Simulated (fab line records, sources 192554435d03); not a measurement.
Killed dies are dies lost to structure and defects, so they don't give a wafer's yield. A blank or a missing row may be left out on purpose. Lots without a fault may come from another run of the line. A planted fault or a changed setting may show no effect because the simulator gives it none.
Which tool did it? | flow n5_finfet | 8 lots, 24 wafers sampled, at 3 steps of a route of 1938

WHAT THE GAUGES READ, wafer by wafer
N5_BEOL_M4_RC_MEAS_101. Usual: DIBL_N 36.3 mV/V, standard deviation 1.6; DIBL_P 36.4 mV/V, standard deviation 2.1; IOFF_N 0.16 nA/um, standard deviation 0.032; IOFF_P 0.22 nA/um, standard deviation 0.044; ION_N 675 uA/um, standard deviation 12; ION_P 463 uA/um, standard deviation 8.3; SS_N 71.6 mV/dec, standard deviation 0.64; SS_P 73.3 mV/dec, standard deviation 0.67; VT_N 250 mV, standard deviation 3.3; VT_P -250 mV, standard deviation 3.7.
lot  | measured     | on        | DIBL_N (mV/V)  | DIBL_P (mV/V)  | IOFF_N (nA/um) | IOFF_P (nA/um) | ION_N (uA/um) | ION_P (uA/um) | SS_N (mV/dec)  | SS_P (mV/dec)  | VT_N (mV)   | VT_P (mV)      | flag
L413 | day 10 02:59 | prober-01 | 36.7 36.5 37.5 | 36.5 36.4 37.5 | 0.17 0.16 0.18 | 0.22 0.20 0.22 | 675 664 682   | 470 455 469   | 71.0 71.4 72.1 | 73.9 72.9 74.1 | 248 251 248 | -249 -251 -248 |
L410 | day 10 11:23 | prober-01 | 33.7 33.8 35.0 | 33.5 33.5 35.4 | 0.13 0.12 0.15 | 0.19 0.19 0.22 | 671 659 664   | 471 464 463   | 71.2 71.0 71.5 | 72.6 73.0 72.8 | 252 254 250 | -249 -249 -251 |
L415 | day 10 15:55 | prober-01 | 35.5 35.7 34.7 | 36.4 36.0 34.5 | 0.16 0.15 0.13 | 0.22 0.21 0.18 | 679 668 663   | 465 457 451   | 71.4 71.8 71.7 | 73.5 72.9 73.5 | 248 251 253 | -251 -248 -250 |
L421 | day 12 15:33 | prober-01 | 37.1 36.7 35.6 | 37.6 35.7 34.2 | 0.17 0.15 0.13 | 0.23 0.19 0.18 | 692 681 670   | 464 456 453   | 72.2 71.4 71.1 | 73.9 72.4 72.9 | 248 250 251 | -250 -252 -253 |
L423 | day 13 12:34 | prober-02 | 35.9 38.0 36.0 | 34.6 38.2 35.5 | 0.14 0.19 0.15 | 0.19 0.24 0.20 | 661 675 661   | 454 463 457   | 72.3 71.3 71.9 | 73.2 73.5 73.4 | 251 246 251 | -250 -249 -250 |
L428 | day 14 05:22 | prober-02 | 34.3 34.8 33.7 | 32.5 33.8 31.3 | 0.10 0.12 0.09 | 0.13 0.14 0.12 | 642 676 651   | 435 460 442   | 70.7 71.0 70.2 | 72.8 73.8 71.9 | 257 253 258 | -258 -256 -259 |
L431 | day 15 18:29 | prober-02 | 35.4 34.7 40.7 | 36.1 35.6 41.8 | 0.13 0.13 0.24 | 0.16 0.16 0.26 | 665 662 697   | 456 456 463   | 71.8 71.1 73.0 | 72.6 73.2 74.2 | 254 252 245 | -253 -256 -247 |
L432 | day 16 21:25 | prober-01 | 35.7 37.1 35.8 | 34.9 36.6 35.0 | 0.15 0.17 0.15 | 0.21 0.23 0.21 | 665 670 680   | 459 462 463   | 71.9 72.6 72.4 | 72.9 73.0 72.9 | 250 248 253 | -250 -248 -251 |

N5_BEOL_M8_INSPECT_13: inspects for defects (brightfield). Usual: raw_defect_count 392, standard deviation 81.
lot  | measured     | on                | raw_defect_count | flag
L413 | day 11 15:32 | defect_inspect-01 | 352 357 384      |
L410 | day 12 05:00 | defect_inspect-01 | 417 289 422      |
L415 | day 12 03:41 | defect_inspect-01 | 377 465 361      |
L421 | day 14 00:26 | defect_inspect-01 | 347 291 313      |
L423 | day 15 03:18 | defect_inspect-02 | 341 322 385      |
L428 | day 16 01:46 | defect_inspect-01 | 346 287 320      |
L431 | day 17 00:15 | defect_inspect-01 | 256 340 298      |
L432 | day 18 04:25 | defect_inspect-02 | 339 434 387      |

N5_BEOL_M8_INSPECT_30: inspects for defects (brightfield). Usual: raw_defect_count 406, standard deviation 81.
lot  | measured     | on                | raw_defect_count | flag
L413 | day 11 17:52 | defect_inspect-01 | 347 363 373      |
L410 | day 12 09:01 | defect_inspect-02 | 482 310 485      |
L415 | day 12 04:58 | defect_inspect-02 | 449 541 414      |
L421 | day 14 04:09 | defect_inspect-02 | 382 322 355      |
L423 | day 15 05:20 | defect_inspect-01 | 316 287 343      |
L428 | day 16 05:04 | defect_inspect-02 | 408 300 378      |
L431 | day 17 03:10 | defect_inspect-02 | 314 390 318      |
L432 | day 18 06:23 | defect_inspect-01 | 309 391 332      |

WHICH TOOL RAN EACH LOT (tool, then ch and the chambers of the sampled wafers, then the start)
The record holds no process step before these readings.

WHAT THE TOOLS THEMSELVES READ (means of the sampled wafers that have a number; where no wafer has one, the mark that the record gives instead)
The record holds no such reading with a usual standard deviation.

THE ANSWER, worked out from the rows above alone
Rule: a lot is off if the mean of its wafers that have a number lies more than 3 standard deviations from the usual mean. A lot without any number at a reading at which 4 lots or more have one is off too. The other lots that the step has rows for count as sound. The gauges are gone through in route order, then the tools' own readings, and for those a lot's mean is taken as printed above. The first step at which some lot is off is used, and at that step the reading that is off furthest; a lot without a number counts as furthest.
No lot is off at any reading shown: from this, nothing can be told.

WHAT THE SIMULATOR HAD PUT IN
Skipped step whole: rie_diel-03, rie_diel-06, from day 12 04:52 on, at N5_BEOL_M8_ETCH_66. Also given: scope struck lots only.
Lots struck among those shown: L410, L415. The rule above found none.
